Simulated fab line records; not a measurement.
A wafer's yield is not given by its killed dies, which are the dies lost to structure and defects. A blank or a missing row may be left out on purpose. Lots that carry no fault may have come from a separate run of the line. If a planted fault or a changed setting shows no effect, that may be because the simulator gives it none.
Matching of chambers + flow n5_finfet + N5_BEOL_M5_VIA_ETCH_34 on rie_diel-01 has 4 sister chambers
The step etches SiCOH lowk in C4F6/O2, target depth 88.3 nm, time 39.2 s. 8 wafers are shown with their chamber, then 8 later ones without.

== WAFERS, EACH WITH ITS CHAMBER ==
| wafer  | chamber | rf_vpp_V (V) | showerhead_plenum_p_Torr (Torr) |
|--------|---------|--------------|---------------------------------|
| L075.2 | 1       | 673          | 2.94                            |
| L080.2 | 1       | 674          | 2.93                            |
| L080.4 | 3       | 670          | 2.80                            |
| L081.2 | 0       | 695          | 2.94                            |
| L084.1 | 3       | 670          | 2.80                            |
| L084.2 | 0       | 694          | 2.94                            |
| L084.4 | 2       | 687          | 2.85                            |
| L094.3 | 2       | 688          | 2.83                            |

== WAFERS WITH NO CHAMBER GIVEN ==
| wafer  | rf_vpp_V (V) | showerhead_plenum_p_Torr (Torr) |
|--------|--------------|---------------------------------|
| L094.4 | 688          | 2.83                            |
| L094.5 | 694          | 2.93                            |
| L089.3 | 695          | 2.92                            |
| L089.5 | 673          | 2.92                            |
| L089.6 | 692          | 2.92                            |
| L096.1 | 669          | 2.79                            |
| L096.4 | 671          | 2.92                            |
| L096.5 | 672          | 2.92                            |

== EACH ONE'S CHAMBER ==
| wafer  | from the rows above | in truth |
|--------|---------------------|----------|
| L094.4 | 2                   | 2        |
| L094.5 | 0                   | 0        |
| L089.3 | 0                   | 0        |
| L089.5 | 1                   | 1        |
| L089.6 | 0                   | 0        |
| L096.1 | 3                   | 3        |
| L096.4 | 1                   | 1        |
| L096.5 | 1                   | 1        |
Correct placement for 8 of the 8. Left unplaced by these rows: 0. Placed wrongly: 0.
How it was worked out, from the rows above alone: a wafer's distance from a chamber is the root of the sum, over the readings, of the square of ((its reading less the chamber's mean) divided by the reading's scatter). The wafer belongs to the nearest chamber; if the next one is less than 2 further off, it can't be placed. For every chamber, the mean is computed from those of its wafers that are shown. How the scatter is found: for the shown wafers, subtract from each reading the mean of its chamber, square and add these, divide the total by (wafers less chambers), then take the root.
